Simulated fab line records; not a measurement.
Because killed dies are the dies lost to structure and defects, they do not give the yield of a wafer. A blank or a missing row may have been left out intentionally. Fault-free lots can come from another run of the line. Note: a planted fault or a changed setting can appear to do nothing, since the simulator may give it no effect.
Split-lot experiment / flow n5Finfet / 21 wafers read from 7 lots, route of 1938 steps

## SPLIT DETAILS
At N5_BEOL_M2_PECVD_72 (deposits SiO2 from TEOS/O2, target thk 16 nm, time 18 s), the setting timeS was moved away from the recipe's 18 s on 9 of the 21 wafers read, by -13.8% to +8.1%. All remaining wafers had this setting at the recipe value.

The reading is taken at the split's own step.

## THE READING
SiO2_of_BEOL_M2_PECVD_72.thkNm (the simulator's own value, which no gauge read), in nm, at N5_BEOL_M2_PECVD_72 (deposits SiO2 from TEOS/O2, target thk 16 nm, time 18 s). The file gives no usual value for it. The 12 wafers here that ran the recipe average 16.0 nm, standard deviation 0.35 nm.

wafer=L074.1; tool, chamber at the split=pecvd-02, 2; timeS as run, s=18; against the recipe=recipe; SiO2_of_BEOL_M2_PECVD_72.thkNm, nm=15.6; against lot-mates on the recipe=-
wafer=L074.3; tool, chamber at the split=pecvd-02, 1; timeS as run, s=18; against the recipe=recipe; SiO2_of_BEOL_M2_PECVD_72.thkNm, nm=16.2; against lot-mates on the recipe=-
wafer=L074.5; tool, chamber at the split=pecvd-02, 1; timeS as run, s=19.46; against the recipe=+8.1%; SiO2_of_BEOL_M2_PECVD_72.thkNm, nm=17.8; against lot-mates on the recipe=+1.9
wafer=L077.1; tool, chamber at the split=pecvd-04, 2; timeS as run, s=16.27; against the recipe=-9.6%; SiO2_of_BEOL_M2_PECVD_72.thkNm, nm=14.6; against lot-mates on the recipe=-1.4
wafer=L077.3; tool, chamber at the split=pecvd-04, 0,1; timeS as run, s=18; against the recipe=recipe; SiO2_of_BEOL_M2_PECVD_72.thkNm, nm=16; against lot-mates on the recipe=-
wafer=L077.6; tool, chamber at the split=pecvd-04, 0,1; timeS as run, s=18; against the recipe=recipe; SiO2_of_BEOL_M2_PECVD_72.thkNm, nm=16; against lot-mates on the recipe=-
wafer=L079.1; tool, chamber at the split=pecvd-01, 0; timeS as run, s=18; against the recipe=recipe; SiO2_of_BEOL_M2_PECVD_72.thkNm, nm=15.8; against lot-mates on the recipe=-
wafer=L079.3; tool, chamber at the split=pecvd-01, 1; timeS as run, s=18; against the recipe=recipe; SiO2_of_BEOL_M2_PECVD_72.thkNm, nm=15.4; against lot-mates on the recipe=-
wafer=L079.6; tool, chamber at the split=pecvd-01, 2; timeS as run, s=18; against the recipe=recipe; SiO2_of_BEOL_M2_PECVD_72.thkNm, nm=16.2; against lot-mates on the recipe=-
wafer=L083.1; tool, chamber at the split=pecvd-02, 1; timeS as run, s=19.42; against the recipe=+7.9%; SiO2_of_BEOL_M2_PECVD_72.thkNm, nm=17.4; against lot-mates on the recipe=+1.4
wafer=L083.5; tool, chamber at the split=pecvd-02, 0; timeS as run, s=18; against the recipe=recipe; SiO2_of_BEOL_M2_PECVD_72.thkNm, nm=16; against lot-mates on the recipe=-
wafer=L083.6; tool, chamber at the split=pecvd-02, 2; timeS as run, s=19.42; against the recipe=+7.9%; SiO2_of_BEOL_M2_PECVD_72.thkNm, nm=17.2; against lot-mates on the recipe=+1.2
wafer=L086.1; tool, chamber at the split=pecvd-04, 0; timeS as run, s=16.41; against the recipe=-8.8%; SiO2_of_BEOL_M2_PECVD_72.thkNm, nm=14.6; against lot-mates on the recipe=-1.0
wafer=L086.2; tool, chamber at the split=pecvd-04, 1; timeS as run, s=18; against the recipe=recipe; SiO2_of_BEOL_M2_PECVD_72.thkNm, nm=15.6; against lot-mates on the recipe=-
wafer=L086.3; tool, chamber at the split=pecvd-04, 2; timeS as run, s=16.41; against the recipe=-8.8%; SiO2_of_BEOL_M2_PECVD_72.thkNm, nm=14.8; against lot-mates on the recipe=-0.8
wafer=L087.1; tool, chamber at the split=pecvd-04, 0; timeS as run, s=16; against the recipe=-11.1%; SiO2_of_BEOL_M2_PECVD_72.thkNm, nm=14.4; against lot-mates on the recipe=-2.1
wafer=L087.5; tool, chamber at the split=pecvd-04, 2; timeS as run, s=18; against the recipe=recipe; SiO2_of_BEOL_M2_PECVD_72.thkNm, nm=16.6; against lot-mates on the recipe=-
wafer=L087.6; tool, chamber at the split=pecvd-04, 0; timeS as run, s=18; against the recipe=recipe; SiO2_of_BEOL_M2_PECVD_72.thkNm, nm=16.4; against lot-mates on the recipe=-
wafer=L095.1; tool, chamber at the split=pecvd-04, 2; timeS as run, s=18; against the recipe=recipe; SiO2_of_BEOL_M2_PECVD_72.thkNm, nm=16.4; against lot-mates on the recipe=-
wafer=L095.3; tool, chamber at the split=pecvd-04, 1; timeS as run, s=15.51; against the recipe=-13.8%; SiO2_of_BEOL_M2_PECVD_72.thkNm, nm=13.8; against lot-mates on the recipe=-2.6
wafer=L095.4; tool, chamber at the split=pecvd-04, 2; timeS as run, s=15.51; against the recipe=-13.8%; SiO2_of_BEOL_M2_PECVD_72.thkNm, nm=14.4; against lot-mates on the recipe=-2.0
If several chambers appear in one row, that row covers several wafers at once and the file leaves open which wafer was in which chamber.

FIT RESULTS
A straight line over all 21 wafers: SiO2_of_BEOL_M2_PECVD_72.thkNm changes by +0.154 nm for each +1% of timeS; r = +0.95; the points scatter about the line by 0.33 nm.
The same after taking each lot's own level away (the mean of its wafers on the recipe; 21 wafers): +0.164 nm for each +1%; r = +0.97; scatter 0.3 nm.
Per that fit: largest timeS move, reading shift of 2.3 nm.
Across the lots, their own levels run from 15.60 to 16.50 nm, a range of 2.6 times the standard deviation given above.
Hence the lot-to-lot level has little effect on the slope; both slopes agree.
Check: for one of the wafers moved furthest among these (-13.8%), held out of the fit, the line's prediction against its lot-mates is -2.09 nm. It came out at -2.6 nm against them.

## OTHER SPLITS APPLIED TO THESE WAFERS
Note: prior to the reading, these wafers also went through further splits. Each is held against what the fit with the lots' levels taken away leaves over:
other split on the same wafers=N5_SD_ACTIVATION_LSA_01 tempC; wafers away from the commonest value=11; r with SiO2_of_BEOL_M2_PECVD_72.thkNm (lot level and that fit taken away)=+0.16
other split on the same wafers=N5_HKMG_FIN_DESCUM_53 timeS; wafers away from the commonest value=7; r with SiO2_of_BEOL_M2_PECVD_72.thkNm (lot level and that fit taken away)=+0.04
other split on the same wafers=N5_HKMG_FIN_ETCH_54 sourceW; wafers away from the commonest value=5; r with SiO2_of_BEOL_M2_PECVD_72.thkNm (lot level and that fit taken away)=+0.24
other split on the same wafers=N5_GATE_CUT_ETCH_58 biasW; wafers away from the commonest value=7; r with SiO2_of_BEOL_M2_PECVD_72.thkNm (lot level and that fit taken away)=+0.12
other split on the same wafers=N5_MOL_CONTACT_COAG_EXPOSE_37 doseMj; wafers away from the commonest value=5; r with SiO2_of_BEOL_M2_PECVD_72.thkNm (lot level and that fit taken away)=+0.16
other split on the same wafers=N5_BEOL_M0_SAQP_ETCH_107 sourceW; wafers away from the commonest value=4; r with SiO2_of_BEOL_M2_PECVD_72.thkNm (lot level and that fit taken away)=-0.17
other split on the same wafers=N5_BEOL_M0_SAQP_COAT_34 spinRpm; wafers away from the commonest value=9; r with SiO2_of_BEOL_M2_PECVD_72.thkNm (lot level and that fit taken away)=-0.24
other split on the same wafers=N5_BEOL_M0_ETCH_109 biasW; wafers away from the commonest value=4; r with SiO2_of_BEOL_M2_PECVD_72.thkNm (lot level and that fit taken away)=+0.19

## FILE'S OWN FIT
SiO2_of_BEOL_M2_PECVD_72.thkNm changes by +0.167 nm for each +1% of timeS, r = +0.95.
